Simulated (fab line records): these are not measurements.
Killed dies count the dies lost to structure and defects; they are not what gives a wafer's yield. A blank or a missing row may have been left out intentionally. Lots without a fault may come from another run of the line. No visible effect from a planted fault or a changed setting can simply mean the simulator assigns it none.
Struck lot and sound lot, side by side + flow nand-harc + 15 out of 1302 route steps
Sound: wafers L750.2, L750.3, L750.4. Struck: wafers L757.1, L757.2, L757.5. The cause is named last.
Per side, at each step with rows, come the tool, then ch with its chambers, and then its first start. Under that, the readings that differ: sound wafers + struck wafers + difference of the means + sigmas: that difference in standard deviations of wafers without a fault.
alike: readings with means less than 2 such deviations apart, plus words and numbers identical on both sides. not compared: withheld readings, readings lacking a value on some wafer, bounds such as >300 that could conceal the same value, and numbers that have no deviation in the record and whose values overlap.
A row with sigmas, a row that says differs or no value, or rows on one side alone: a step with any of these is where the two part. When numbers do not overlap yet have no deviation, they are printed without sigmas and do not part them. A reading missing from all wafers of one side parts the sides only when that side holds two or more wafers.

NHARC_A_CONTACT_ETCH_118: etches the open film in C4F8/O2/Ar, time 190 s, target depth 1850 nm.
  sound on har-cap-etch-03 ch 0,1, day 25 03:46; struck on har-cap-etch-01 ch 0,1, day 27 04:44
  alike: chamber-pressure-mTorr, oes-air-line-au
  not compared: rf-hours-counter-h
then, 1 step without rows for these wafers: NHARC_A_CONTACT_ETCH_119 (etches the open film in C4F8/O2/Ar, time 190 s, target depth 1850 nm).
NHARC_A_CONTACT_ETCH_120: etches the open film in C4F8/O2/Ar, time 190 s, target depth 1850 nm.
  sound on har-cap-etch-03 ch 0,1, day 25 04:06; struck on har-cap-etch-01 ch 0,1, day 27 05:05
  alike: chamber-pressure-mTorr, oes-air-line-au
  not compared: rf-hours-counter-h
then, 2 steps without rows for these wafers: NHARC_A_CONTACT_ETCH_121 (etches the open film in C4F8/O2/Ar, time 190 s, target depth 1850 nm); NHARC_A_CONTACT_ETCH_122 (etches the open film in C4F8/O2/Ar, time 190 s, target depth 1850 nm).
NHARC_A_CONTACT_ETCH_123: etches the open film in C4F8/O2/Ar, time 490 s, target depth 2110 nm.
  sound on har-cap-etch-03 ch 0,1, day 25 04:40; struck on har-cap-etch-01 ch 0,1, day 27 05:35
  alike: chamber-pressure-mTorr, oes-air-line-au
  not compared: rf-hours-counter-h
NHARC_A_CONTACT_ETCH_90: etches the open film in CH3F/O2, target depth 40 nm, time 85.7 s.
  sound on rie-diel-02 ch 0,1, day 25 05:34; struck on rie-diel-11 ch 0,1,3, day 27 06:35
  alike: bias-w, ch3f-flow-sccm, drypump-motor-current-A, oes-product-au, rf-vpp-V, showerhead-plenum-p-Torr, throttle-valve-pct
  not compared: rf-hours-counter-h
then, 1 step without rows for these wafers: NHARC_A_CONTACT_ETCH_96 (etches the open film in C4F6/O2, target depth 20 nm, time 10 s).
NHARC_A_CONTACT_CD_MEAS_53:
  sound on cd-sem-03 at day 25 05:49; struck on cd-sem-03 at day 27 06:47
  alike: cd-nm
then, 3 steps without rows for these wafers: NHARC_A_CONTACT_STRIP_99 (strips in N2/H2); NHARC_A_CONTACT_STRIP_100 (strips in CF4/CHF3); NHARC_A_CONTACT_STRIP_101 (strips in O2/COS).
NHARC_A_CONTACT_ETCH_102: etches the open film in CF4/O2, target depth 100 nm, overetch 10 nm, time 55 s.
  sound on rie-diel-11 ch 0,1,3, day 25 06:07; struck on rie-diel-02 ch 0,1,2, day 27 07:06
  no value came back on the struck wafers for any of 8 readings (bias-w (W), cf4-flow-sccm (sccm) and others); on the sound wafers bias-w (W) reads 99.7 100.0 99.7
NHARC_A_CONTACT_STRIP_55: strips in O2.
  sound on rie-diel-11 ch 0,1,3; struck on rie-diel-02 ch 1,2, day 27 07:12
| reading               | sound             | struck            | difference | sigmas |
|-----------------------|-------------------|-------------------|------------|--------|
| oes-product-au (a.u.) | 0.978 0.980 0.986 | 1.007 0.999 1.013 | +0.025     | +3     |
  alike: drypump-motor-current-A, rf-vpp-V, showerhead-plenum-p-Torr, throttle-valve-pct
  not compared: rf-hours-counter-h
-- the record jumps here: 3 days lie between the struck wafers' starts before and after (it left off in module A_CONTACT and takes up again in module END, whose first step shown is number 1302 of the route) --
NHARC_END_SORT_01:
  only the struck wafers appear in the record here, on prober-02 ch 0 at day 30 00:11; the sound ones have no rows

== WHERE THEY PART ==
First at NHARC_A_CONTACT_ETCH_102; last, within this record, at NHARC_END_SORT_01.

WHY: what the simulator had put in
Beginning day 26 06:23, the whole step at NHARC_A_CONTACT_ETCH_102 was skipped on rie-diel-02. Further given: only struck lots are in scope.
